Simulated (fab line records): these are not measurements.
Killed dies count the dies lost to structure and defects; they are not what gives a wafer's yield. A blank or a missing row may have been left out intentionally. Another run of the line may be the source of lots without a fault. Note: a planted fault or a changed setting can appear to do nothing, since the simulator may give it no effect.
Comparing a struck lot with a sound one	flow nand-harc	15 steps out of a route of 1302
Sound: the wafers L402.1, L402.4, L402.6. Struck: wafers L419.3, L419.4, L419.6. The cause is given at the end.
For every step that has rows: the tool of each side, followed by ch and its chambers, followed by its first start. Under that, the readings that differ: sound wafers	struck wafers	difference of the means	sigmas: that difference in standard deviations of wafers without a fault.
alike: same words and numbers on both sides, and readings whose means sit less than 2 such deviations apart. not compared: any withheld reading, any reading some wafer has no value for, any bound like >300 that may hide the same value, and any number with overlapping values for which the record gives no deviation.
The two part at a step that has a row with sigmas, a row that says differs or no value, or rows on one side only. When numbers do not overlap yet have no deviation, they are printed without sigmas and do not part them. A reading that every wafer of one side lacks parts them only if that side has two wafers or more.

first, 2 steps without rows for these wafers: NHARC_A_CONTACT_STRIP_104 (strips in CF4/CHF3); NHARC_A_CONTACT_STRIP_105 (strips in O2/COS).
NHARC_A_CONTACT_ETCH_106: etches the open film in CF4/O2, target depth 90 nm, overetch 9 nm, time 49.5 s.
  sound on rie-diel-02 ch 0,2,3, day 24 02:23; struck on rie-diel-02 ch 0,1,2, day 31 01:43
  alike: bias-w, drypump-motor-current-A, oes_ar_750_au, oes-product-au, rf-vpp-V, showerhead-plenum-p-Torr, throttle-valve-pct
  not compared: rf-hours-counter-h
NHARC_A_CONTACT_STRIP_82: strips in O2.
  sound: rie-diel-02 ch 0,1,2; struck: rie-diel-02 ch 0,2
  alike: drypump-motor-current-A, oes-product-au, rf-vpp-V, showerhead-plenum-p-Torr, throttle-valve-pct
  not compared: rf-hours-counter-h
then, 1 step without rows for these wafers: NHARC_A_CONTACT_STRIP_83 (strips in post etch residue remover, time 600 s).
NHARC_A_CONTACT_DEP_84: deposits aC, target thk 2800 nm.
  sound on acl-dep-02 ch 0, day 24 10:20; struck on acl-dep-02 ch 0, day 31 05:40
  alike: throttle-valve-pct
NHARC_A_CONTACT_DEP_85: deposits SiON, target thk 60 nm.
  sound on pecvd-01 ch 1,2, day 24 12:05; struck on pecvd-01 ch 0,1, day 31 06:49
  alike: heater-power-w
then, 5 steps without rows for these wafers: NHARC_A_CONTACT_DEHYDRATE_00 (time 120 s); NHARC_A_CONTACT_HMDS_01 (time 30 s); NHARC_A_CONTACT_COAT_86 (time 75 s); NHARC_A_CONTACT_COAT_87 (time 65 s); NHARC_A_CONTACT_COAT_02 (resist thk 90 nm).
NHARC_A_CONTACT_SOFTBAKE_03: time 55 s.
  sound on litho-track-04 ch 0, day 24 12:00; struck on litho-track-04 ch 0, day 31 07:00
reading	sound	struck	difference	sigmas
heater-power-total-W (W)	188.32 188.32 188.36	323.62 323.02 323.65	+135.10	+99 or more
next, for these wafers, 1 step has no rows: NHARC_A_CONTACT_EBR_04.
-- record jumps: 2 days between struck wafers' starts before vs after; left off in module A_CONTACT, resumes in module END, first step shown is number 1302 of the route --
NHARC_END_SORT_01:
  sound on prober-01 ch 0, day 26 18:55; struck on prober-02 ch 0, day 33 13:45
reading	sound	struck	difference	sigmas
killed-short	7 3 3	1 2 1	-3	-2
  alike: killed-at-array, killed-at-other, killed-at-periphery, killed-dies, killed-open

## WHERE THEY PART
Earliest at NHARC_A_CONTACT_SOFTBAKE_03; latest, in this record, at NHARC_END_SORT_01.

WHY: what had been put in by the simulator
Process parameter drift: litho-track-04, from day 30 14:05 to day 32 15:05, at NHARC_A_CONTACT_SOFTBAKE_03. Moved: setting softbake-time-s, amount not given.
